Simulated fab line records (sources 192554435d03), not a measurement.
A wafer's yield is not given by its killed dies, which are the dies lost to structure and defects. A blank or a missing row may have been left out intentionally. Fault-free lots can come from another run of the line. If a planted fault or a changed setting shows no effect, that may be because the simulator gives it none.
The tool behind it: which one? ; flow n5 finfet ; 12 lots with 36 wafers sampled at 3 steps, on a route of 1938 steps

== WHAT THE GAUGES READ, wafer by wafer ==
N5_BEOL_M4_OVL_MEAS_12.
lot;measured;on;M4_OVL (nm)
L075;day 7 21:16;overlay-01;-0.3 0.4 -0.8
L077;day 8 13:02;overlay-02;0.3 -0.4 -0.3
L079;day 9 01:40;overlay-02;-0.8 0.1 -0.7
L081;day 9 08:34;overlay-01;-1.4 -1.5 -1.2
L082;day 10 03:39;overlay-01;-0.6 -0.2 -0.3
L085;day 10 15:26;overlay-01;1.0 0.7 0.4
L087;day 11 04:16;overlay-02;-0.1 -0.4 -0.1
L089;day 11 08:24;overlay-02;-1.3 -0.7 -1.1
L091;day 11 19:10;overlay-01;-2.5 -2.4 -1.5
L093;day 12 15:33;overlay-01;-0.3 -0.7 -0.3
L095;day 13 05:05;overlay-01;-0.3 -1.1 -1.0
L097;day 13 21:59;overlay-01;-0.5 -0.7 -0.2

== TOOL THAT RAN EACH LOT (tool first, then ch and the chambers of the sampled wafers, then the start) ==
lot;N5_BEOL_M3_ANNEAL_87;N5_BEOL_M3_SPUTTER_94
L075;pvd sputter-03, day 7 18:07;pvd sputter-03, day 7 18:55
L077;pvd sputter-03, day 8 07:26;pvd sputter-03, day 8 08:14
L079;pvd sputter-03, day 8 20:43;pvd sputter-03, day 8 21:31
L081;pvd sputter-02, day 9 03:08;pvd sputter-02, day 9 03:56
L082;pvd sputter-02, day 9 22:36;pvd sputter-02, day 9 23:24
L085;pvd sputter-03, day 10 08:38;pvd sputter-03, day 10 09:26
L087;pvd sputter-02, day 10 21:40;pvd sputter-02, day 10 22:28
L089;pvd sputter-01, day 11 04:07;pvd sputter-01, day 11 04:55
L091;pvd sputter-01, day 11 11:44;pvd sputter-01, day 11 12:32
L093;pvd sputter-02, day 12 12:32;pvd sputter-02, day 12 13:20
L095;pvd sputter-02, day 13 00:38;pvd sputter-02, day 13 01:26
L097;pvd sputter-03, day 13 17:26;pvd sputter-03, day 13 18:14
- N5_BEOL_M3_ANNEAL_87: time 240 s.
- N5_BEOL_M3_SPUTTER_94: material Cu, target thk 4.5 nm, time 8.29 s.

== THE ANSWER, worked out from the rows above alone ==
Rule: the usual values come from the lots themselves. Put in order of their means at a reading, lots are off if they are a third of the lots or fewer, leave a main group of 4 or more, and stand apart from it by a gap of 3 or more times the standard deviation of the main group's means; of several such gaps the widest counts. If all means in a main group match to the digits the tables above print for the reading, that group is not used. A lot without any number at a reading at which 4 lots or more have one is off too. The other lots that the step has rows for count as sound.
None of the lots is off at any reading shown; this tells nothing.

== WHAT WAS PUT IN BY THE SIMULATOR ==
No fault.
